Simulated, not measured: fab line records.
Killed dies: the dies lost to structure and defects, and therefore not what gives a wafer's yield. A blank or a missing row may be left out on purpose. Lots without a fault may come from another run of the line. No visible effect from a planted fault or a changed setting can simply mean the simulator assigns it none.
Which of the tools did it? | flow nandHarc | 15 lots, 45 wafers sampled, at 5 steps of a route of 1302

== WHAT EACH GAUGE READ, for each wafer ==
NHARC_A_M1_OVL_MEAS_10: pitch 240 nm. Usual: overlayXNm -0.2 nm, standard deviation 0.92; overlayYNm 0.1 nm, standard deviation 0.93.
lot  | measured     | on         | overlayXNm (nm) | overlayYNm (nm) | flag
L635 | day 22 02:35 | overlay-01 | -0.1 0.5 0.5    | -0.1 -0.6 -0.2  | 
L636 | day 22 13:23 | overlay-01 | 0.8 0.6 0.7     | 1.3 1.2 0.5     | 
L637 | day 22 14:46 | overlay-02 | 1.0 0.6 0.1     | -0.3 -0.4 -1.4  | 
L634 | day 22 16:13 | overlay-01 | 0.2 0.0 0.3     | -0.7 -0.5 -0.6  | 
L638 | day 23 21:52 | overlay-01 | 0.0 -0.8 -0.3   | 0.0 -0.1 -0.6   | 
L640 | day 24 00:54 | overlay-02 | -0.6 -0.7 -0.9  | -0.2 -0.1 -0.1  | 
L641 | day 25 09:49 | overlay-01 | -1.8 -2.1 -1.2  | -1.0 -1.3 -1.0  | 
L643 | day 26 01:30 | overlay-01 | 1.5 2.1 2.8     | 1.2 1.4 1.3     | 
L646 | day 26 12:37 | overlay-01 | -0.2 -0.9 -0.6  | 0.5 0.4 0.1     | 
L647 | day 26 20:49 | overlay-01 | -1.0 -0.4 -0.6  | 1.1 1.1 1.2     | 
L648 | day 27 14:02 | overlay-01 | 0.2 -0.1 0.5    | -1.0 -1.6 -0.7  | 
L652 | day 29 03:57 | overlay-01 | -0.3 -0.4 -0.6  | 0.4 -0.1 0.1    | 
L655 | day 30 09:01 | overlay-02 | -0.8 -0.4 -0.3  | 1.1 0.9 0.9     | 
L657 | day 31 11:06 | overlay-02 | -0.1 0.0 -0.4   | 2.0 1.5 1.7     | 
L656 | day 31 15:50 | overlay-02 | 0.6 0.2 0.9     | -0.2 -0.4 -0.9  | 

NHARC_A_M1_THK_MEAS_24: measures by xrf. Usual: thkNm reads 154.2 nm (standard deviation 1.3).
lot  | measured     | on           | thkNm (nm)        | flag
L635 | day 22 05:06 | filmMetro-01 | 154.2 153.7 155.7 | 
L636 | day 22 15:53 | filmMetro-01 | 155.1 155.2 154.1 | 
L637 | day 22 17:17 | filmMetro-02 | 154.2 155.4 154.7 | 
L634 | day 22 18:43 | filmMetro-01 | 153.7 152.4 153.2 | 
L638 | day 24 00:26 | filmMetro-01 | 154.1 154.2 154.9 | 
L640 | day 24 03:28 | filmMetro-01 | 152.5 153.4 151.8 | 
L641 | day 25 12:20 | filmMetro-02 | 156.6 155.2 155.2 | 
L643 | day 26 04:08 | filmMetro-01 | 153.8 153.6 155.4 | 
L646 | day 26 15:12 | filmMetro-02 | 29.0 32.2 29.6    | OFF
L647 | day 26 23:20 | filmMetro-02 | 29.1 28.9 30.3    | OFF
L648 | day 27 16:35 | filmMetro-02 | 29.3 27.3 31.0    | OFF
L652 | day 29 06:30 | filmMetro-01 | 154.8 154.2 153.7 | 
L655 | day 30 11:32 | filmMetro-02 | 153.8 155.7 151.5 | 
L657 | day 31 13:38 | filmMetro-02 | 155.4 154.9 155.6 | 
L656 | day 31 18:38 | filmMetro-01 | 155.0 154.0 156.9 | 

== WHICH TOOL RAN EACH LOT (tool, then ch and the chambers of the sampled wafers, then the start) ==
lot  | NHARC_A_M0_DEP_32               | NHARC_A_M1_ECD_22             | NHARC_A_M1_CMP_23
L635 | pecvd-02 ch 0,1,2, day 22 01:15 | ecdCu-02 ch 0,1, day 22 04:05 | cmp-03 ch 0,1,2, day 22 04:49
L636 | pecvd-02 ch 1,2, day 22 12:13   | ecdCu-01 ch 0,1, day 22 14:54 | cmp-04 ch 2,3, day 22 15:34
L637 | pecvd-02 ch 0,1, day 22 13:33   | ecdCu-01 ch 0,1, day 22 16:21 | cmp-02 ch 1,2, day 22 16:58
L634 | pecvd-02 ch 0,1,2, day 22 15:05 | ecdCu-02 ch 0,1, day 22 17:47 | cmp-04 ch 0,2,3, day 22 18:24
L638 | pecvd-02 ch 1,2, day 23 20:41   | ecdCu-01 ch 0,1, day 23 23:24 | cmp-03 ch 1,2,3, day 24 00:07
L640 | pecvd-03 ch 0,2, day 23 23:39   | ecdCu-01 ch 0,1, day 24 02:34 | cmp-02 ch 0,3, day 24 03:11
L641 | pecvd-03 ch 0,2, day 25 08:33   | ecdCu-01 ch 0,1, day 25 11:17 | cmp-04 ch 1,2, day 25 12:01
L643 | pecvd-03 ch 1,2, day 26 00:20   | ecdCu-02 ch 0,1, day 26 03:05 | cmp-04 ch 0,2, day 26 03:50
L646 | pecvd-01 ch 0,1,2, day 26 11:17 | ecdCu-02 ch 0,1, day 26 14:10 | cmp-03 ch 0,2,3, day 26 14:55
L647 | pecvd-02 ch 0,1,2, day 26 19:29 | ecdCu-01 ch 0,1, day 26 22:18 | cmp-02 ch 0,1,2, day 26 23:03
L648 | pecvd-01 ch 0,1,2, day 27 12:45 | ecdCu-02 ch 0,1, day 27 15:38 | cmp-02 ch 0,1,2, day 27 16:16
L652 | pecvd-01 ch 0,1,2, day 29 02:40 | ecdCu-02 ch 0,1, day 29 05:28 | cmp-03 ch 0,1,2, day 29 06:11
L655 | pecvd-02 ch 0,1, day 30 07:35   | ecdCu-01 ch 0,1, day 30 10:29 | cmp-02 ch 0,2,3, day 30 11:13
L657 | pecvd-03 ch 0,2, day 31 09:47   | ecdCu-01 ch 0,1, day 31 12:35 | cmp-04 ch 0,3, day 31 13:21
L656 | pecvd-03 ch 1,2, day 31 14:31   | ecdCu-01 ch 0,1, day 31 17:38 | cmp-04 ch 0,1,2, day 31 18:19
- NHARC_A_M0_DEP_32: deposits SiCN, target thk 30 nm.
- NHARC_A_M1_ECD_22: material Cu, target thk 400 nm.
- NHARC_A_M1_CMP_23: polishes, t overpolish 20 s, target thk 154.34 nm.

== AS READ BY THE TOOLS THEMSELVES (means over the sampled wafers that have a number; for cases with no such wafer, the mark the record gives instead) ==
NHARC_A_M0_DEP_32. Usual: heaterPowerW reads 586 W (standard deviation 94).
lot  | tool     | heaterPowerW (W) | flag
L635 | pecvd-02 | 653              | 
L636 | pecvd-02 | 663              | 
L637 | pecvd-02 | 606              | 
L634 | pecvd-02 | 650              | 
L638 | pecvd-02 | 633              | 
L640 | pecvd-03 | 517              | 
L641 | pecvd-03 | 498              | 
L643 | pecvd-03 | 470              | 
L646 | pecvd-01 | 567              | 
L647 | pecvd-02 | 667              | 
L648 | pecvd-01 | 539              | 
L652 | pecvd-01 | 581              | 
L655 | pecvd-02 | 644              | 
L657 | pecvd-03 | 473              | 
L656 | pecvd-03 | 470              | 

NHARC_A_M1_ECD_22. Usual: bathHeatDutyPct 6.5 %, standard deviation 0.94; bathTempC 25.00 C, standard deviation 0.11.
lot  | tool     | bathHeatDutyPct (%) | bathTempC (C) | flag
L635 | ecdCu-02 | 7.0                 | 25.02         | 
L636 | ecdCu-01 | 5.8                 | 25.13         | 
L637 | ecdCu-01 | 6.1                 | 25.03         | 
L634 | ecdCu-02 | 7.1                 | 24.94         | 
L638 | ecdCu-01 | 6.4                 | 24.97         | 
L640 | ecdCu-01 | 5.9                 | 25.07         | 
L641 | ecdCu-01 | 6.5                 | 25.10         | 
L643 | ecdCu-02 | 6.7                 | 24.99         | 
L646 | ecdCu-02 | -                   | -             | OFF
L647 | ecdCu-01 | -                   | -             | OFF
L648 | ecdCu-02 | -                   | -             | OFF
L652 | ecdCu-02 | 7.1                 | 24.99         | 
L655 | ecdCu-01 | 6.8                 | 24.87         | 
L657 | ecdCu-01 | 5.8                 | 24.85         | 
L656 | ecdCu-01 | 6.2                 | 25.01         | 

NHARC_A_M1_CMP_23. Usual: motorCurrentA 11.9 A, standard deviation 0.89; slurryFlowMlMin 150.0, standard deviation 0.51; timeToEndpointS 29.1 s, standard deviation 2.
lot  | tool   | motorCurrentA (A) | slurryFlowMlMin | timeToEndpointS (s) | flag
L635 | cmp-03 | 12.5              | 149.8           | 28.6                | 
L636 | cmp-04 | 11.2              | 150.3           | 28.9                | 
L637 | cmp-02 | 10.3              | 150.3           | 30.6                | 
L634 | cmp-04 | 12.0              | 149.8           | 29.5                | 
L638 | cmp-03 | 12.2              | 150.0           | 29.6                | 
L640 | cmp-02 | 11.0              | 150.1           | 28.2                | 
L641 | cmp-04 | 11.4              | 150.3           | 29.6                | 
L643 | cmp-04 | 12.0              | 150.0           | 27.1                | 
L646 | cmp-03 | 12.3              | 149.8           | 3.4                 | OFF
L647 | cmp-02 | 10.7              | 149.8           | 4.7                 | OFF
L648 | cmp-02 | 11.0              | 150.1           | 2.8                 | OFF
L652 | cmp-03 | 12.5              | 149.8           | 29.6                | 
L655 | cmp-02 | 11.6              | 150.0           | 29.7                | 
L657 | cmp-04 | 11.9              | 150.3           | 30.3                | 
L656 | cmp-04 | 12.2              | 149.5           | 29.2                | 

== THE ANSWER, worked out from the rows above alone ==
Rule: lot off if the mean of its wafers having a number is beyond 3 standard deviations from the usual mean. Also off: a lot with no number at a reading for which 4 or more lots have one. All remaining lots with rows at the step are treated as sound. Order of review: gauges by route order, followed by the tools' own readings, for which a lot's mean as printed above is used. At the first step where some lot is off, the reading lying furthest off is the one used; lots without a number count as furthest.
Off at NHARC_A_M1_THK_MEAS_24 (thkNm): L646, L647, L648.
If a tool, at a process step before that reading, ran all the lots that are off and no sound lot after the first of them, it fits. Not tried: the gauges at NHARC_A_M1_THK_MEAS_24; whatever is off there is also off at NHARC_A_M1_ECD_22, on other tools, and gauge error can't account for it. None of those tried fits.

== WHAT THE SIMULATOR HAD PUT IN ==
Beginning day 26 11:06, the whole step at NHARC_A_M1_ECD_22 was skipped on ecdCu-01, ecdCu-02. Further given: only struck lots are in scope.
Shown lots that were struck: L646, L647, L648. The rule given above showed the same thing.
